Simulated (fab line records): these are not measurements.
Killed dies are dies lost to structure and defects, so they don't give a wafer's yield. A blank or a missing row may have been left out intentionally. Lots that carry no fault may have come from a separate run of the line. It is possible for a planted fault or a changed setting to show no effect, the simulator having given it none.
Matching of chambers :: flow nand_harc :: NHARC_HYBRID_BOND_ACTIVATE_00 on rie_diel-05 has 4 sister chambers
The step chemistry N2, time 60 s. 24 wafers are shown with their chamber, then 12 later ones without.

## WAFERS WITH THEIR CHAMBER
wafer: L835.4
chamber: 0
showerhead_plenum_p_Torr (Torr): 1.88
drypump_motor_current_A (A): 5.0
oes_product_au (a.u.): 1.010

wafer: L835.5
chamber: 0
showerhead_plenum_p_Torr (Torr): 1.88
drypump_motor_current_A (A): 5.0
oes_product_au (a.u.): 1.011

wafer: L835.6
chamber: 3
showerhead_plenum_p_Torr (Torr): 1.75
drypump_motor_current_A (A): 5.8
oes_product_au (a.u.): 1.009

wafer: L837.2
chamber: 1
showerhead_plenum_p_Torr (Torr): 1.63
drypump_motor_current_A (A): 5.2
oes_product_au (a.u.): 0.995

wafer: L837.4
chamber: 2
showerhead_plenum_p_Torr (Torr): 1.78
drypump_motor_current_A (A): 5.7
oes_product_au (a.u.): 1.007

wafer: L837.5
chamber: 3
showerhead_plenum_p_Torr (Torr): 1.75
drypump_motor_current_A (A): 5.8
oes_product_au (a.u.): 1.009

wafer: L838.1
chamber: 2
showerhead_plenum_p_Torr (Torr): 1.78
drypump_motor_current_A (A): 5.7
oes_product_au (a.u.): 1.001

wafer: L838.2
chamber: 0
showerhead_plenum_p_Torr (Torr): 1.88
drypump_motor_current_A (A): 4.9
oes_product_au (a.u.): 1.003

wafer: L838.3
chamber: 3
showerhead_plenum_p_Torr (Torr): 1.74
drypump_motor_current_A (A): 5.7
oes_product_au (a.u.): 1.002

wafer: L839.1
chamber: 1
showerhead_plenum_p_Torr (Torr): 1.63
drypump_motor_current_A (A): 5.2
oes_product_au (a.u.): 1.002

wafer: L839.3
chamber: 2
showerhead_plenum_p_Torr (Torr): 1.78
drypump_motor_current_A (A): 5.7
oes_product_au (a.u.): 1.012

wafer: L839.4
chamber: 0
showerhead_plenum_p_Torr (Torr): 1.88
drypump_motor_current_A (A): 5.0
oes_product_au (a.u.): 1.010

wafer: L842.1
chamber: 3
showerhead_plenum_p_Torr (Torr): 1.74
drypump_motor_current_A (A): 5.8
oes_product_au (a.u.): 1.002

wafer: L842.3
chamber: 2
showerhead_plenum_p_Torr (Torr): 1.78
drypump_motor_current_A (A): 5.7
oes_product_au (a.u.): 1.015

wafer: L842.4
chamber: 2
showerhead_plenum_p_Torr (Torr): 1.78
drypump_motor_current_A (A): 5.7
oes_product_au (a.u.): 1.014

wafer: L845.2
chamber: 1
showerhead_plenum_p_Torr (Torr): 1.63
drypump_motor_current_A (A): 5.2
oes_product_au (a.u.): 0.994

wafer: L845.5
chamber: 2
showerhead_plenum_p_Torr (Torr): 1.78
drypump_motor_current_A (A): 5.7
oes_product_au (a.u.): 1.006

wafer: L845.6
chamber: 3
showerhead_plenum_p_Torr (Torr): 1.74
drypump_motor_current_A (A): 5.8
oes_product_au (a.u.): 0.992

wafer: L848.2
chamber: 2
showerhead_plenum_p_Torr (Torr): 1.78
drypump_motor_current_A (A): 5.7
oes_product_au (a.u.): 1.009

wafer: L848.5
chamber: 3
showerhead_plenum_p_Torr (Torr): 1.74
drypump_motor_current_A (A): 5.7
oes_product_au (a.u.): 0.983

wafer: L848.6
chamber: 2
showerhead_plenum_p_Torr (Torr): 1.78
drypump_motor_current_A (A): 5.7
oes_product_au (a.u.): 1.001

wafer: L850.2
chamber: 1
showerhead_plenum_p_Torr (Torr): 1.62
drypump_motor_current_A (A): 5.2
oes_product_au (a.u.): 1.003

wafer: L850.4
chamber: 3
showerhead_plenum_p_Torr (Torr): 1.74
drypump_motor_current_A (A): 5.8
oes_product_au (a.u.): 0.996

wafer: L850.5
chamber: 0
showerhead_plenum_p_Torr (Torr): 1.87
drypump_motor_current_A (A): 4.9
oes_product_au (a.u.): 0.987

SIGNATURES, as means of the wafers listed above
reading: showerhead_plenum_p_Torr
chamber 0: 1.8780
chamber 1: 1.6275
chamber 2: 1.7800
chamber 3: 1.7429
scatter within a chamber: 0.00386

reading: drypump_motor_current_A
chamber 0: 4.960
chamber 1: 5.200
chamber 2: 5.700
chamber 3: 5.771
scatter within a chamber: 0.0363

reading: oes_product_au
chamber 0: 1.00420
chamber 1: 0.99850
chamber 2: 1.00812
chamber 3: 0.99900
scatter within a chamber: 0.00779
Rule: for a wafer and a chamber, the distance is found by dividing, reading by reading, the gap between the wafer's reading and the chamber's mean by the reading's scatter, squaring, summing and taking the root. If the next closest chamber is less than 2 further off than the closest, the wafer can't be placed; otherwise it belongs to the closest. How the scatter is found: for the shown wafers, subtract from each reading the mean of its chamber, square and add these, divide the total by (wafers less chambers), then take the root.

## WAFERS MISSING THEIR CHAMBER
wafer: L849.2
showerhead_plenum_p_Torr (Torr): 1.87
drypump_motor_current_A (A): 5.0
oes_product_au (a.u.): 1.005

wafer: L849.4
showerhead_plenum_p_Torr (Torr): 1.62
drypump_motor_current_A (A): 5.2
oes_product_au (a.u.): 1.003

wafer: L849.5
showerhead_plenum_p_Torr (Torr): 1.74
drypump_motor_current_A (A): 5.7
oes_product_au (a.u.): 0.994

wafer: L855.2
showerhead_plenum_p_Torr (Torr): 1.74
drypump_motor_current_A (A): 5.7
oes_product_au (a.u.): 0.997

wafer: L855.4
showerhead_plenum_p_Torr (Torr): 1.87
drypump_motor_current_A (A): 5.0
oes_product_au (a.u.): 0.991

wafer: L855.6
showerhead_plenum_p_Torr (Torr): 1.74
drypump_motor_current_A (A): 5.8
oes_product_au (a.u.): 0.991

wafer: L856.2
showerhead_plenum_p_Torr (Torr): 1.87
drypump_motor_current_A (A): 4.9
oes_product_au (a.u.): 0.992

wafer: L856.4
showerhead_plenum_p_Torr (Torr): 1.78
drypump_motor_current_A (A): 5.7
oes_product_au (a.u.): 1.000

wafer: L856.6
showerhead_plenum_p_Torr (Torr): 1.87
drypump_motor_current_A (A): 4.9
oes_product_au (a.u.): 0.989

wafer: L857.1
showerhead_plenum_p_Torr (Torr): 1.74
drypump_motor_current_A (A): 5.8
oes_product_au (a.u.): 0.998

wafer: L857.2
showerhead_plenum_p_Torr (Torr): 1.87
drypump_motor_current_A (A): 4.9
oes_product_au (a.u.): 0.997

wafer: L857.3
showerhead_plenum_p_Torr (Torr): 1.92
drypump_motor_current_A (A): 5.2
oes_product_au (a.u.): 1.008

## CHAMBER TAKEN BY EACH
wafer: L849.2
from the rows above: 0
in truth: 0

wafer: L849.4
from the rows above: 1
in truth: 1

wafer: L849.5
from the rows above: 3
in truth: 3

wafer: L855.2
from the rows above: 3
in truth: 3

wafer: L855.4
from the rows above: 0
in truth: 0

wafer: L855.6
from the rows above: 3
in truth: 3

wafer: L856.2
from the rows above: 0
in truth: 0

wafer: L856.4
from the rows above: 2
in truth: 2

wafer: L856.6
from the rows above: 0
in truth: 0

wafer: L857.1
from the rows above: 3
in truth: 3

wafer: L857.2
from the rows above: 0
in truth: 0

wafer: L857.3
from the rows above: 0
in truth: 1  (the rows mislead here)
Placed correctly: 11 of 12. Can't be placed from these rows: 0. 1 placed wrongly.
